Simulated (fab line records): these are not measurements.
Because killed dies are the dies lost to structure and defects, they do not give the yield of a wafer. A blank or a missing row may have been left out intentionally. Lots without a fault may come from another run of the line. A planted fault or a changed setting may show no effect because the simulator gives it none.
Which tool is to blame? :: flow nand harc :: 12 lots, 36 wafers sampled, at 1 step of a route of 1302

== WHAT EACH GAUGE READ, for each wafer ==
NHARC_A_BLC_INSPECT_28.
lot: L074
measured: day 23 09:54
on: defect inspect-01
raw defect count: 451 605 400

lot: L077
measured: day 24 08:21
on: defect inspect-01
raw defect count: 584 401 375

lot: L080
measured: day 25 05:14
on: defect inspect-01
raw defect count: 542 478 492

lot: L081
measured: day 25 17:11
on: defect inspect-02
raw defect count: 689 682 642

lot: L086
measured: day 27 01:25
on: defect inspect-01
raw defect count: 1019 503 377

lot: L084
measured: day 27 14:42
on: defect inspect-01
raw defect count: 476 446 365

lot: L087
measured: day 28 09:46
on: defect inspect-01
raw defect count: 537 708 509

lot: L088
measured: day 29 03:46
on: defect inspect-01
raw defect count: 554 623 626

lot: L092
measured: day 29 22:53
on: defect inspect-01
raw defect count: 653 558 520

lot: L093
measured: day 30 08:05
on: defect inspect-01
raw defect count: 611 387 431

lot: L095
measured: day 31 01:46
on: defect inspect-01
raw defect count: 782 534 612

lot: L097
measured: day 33 00:27
on: defect inspect-01
raw defect count: 443 404 543

== WHAT TOOL EACH LOT RAN ON (gives the tool, then ch and the chambers of the sampled wafers, and finally the start) ==
There is no process step in the record ahead of these readings.

== THE ANSWER, worked out from the rows above alone ==
Rule: the lots themselves supply what counts as usual. Put in order of their means at a reading, lots are off if they are a third of the lots or fewer, leave a main group of 4 or more, and stand apart from it by a gap of 3 or more times the standard deviation of the main group's means; of several such gaps the widest counts. A main group whose means are all the same, to the digits that the tables above print for the reading, isn't used. Also off: a lot with no number at a reading for which 4 or more lots have one. Any other lot the step has rows for is counted as sound.
Across all readings shown, no lot is off: no conclusion can be drawn from this.

== WHAT THE SIMULATOR PUT IN ==
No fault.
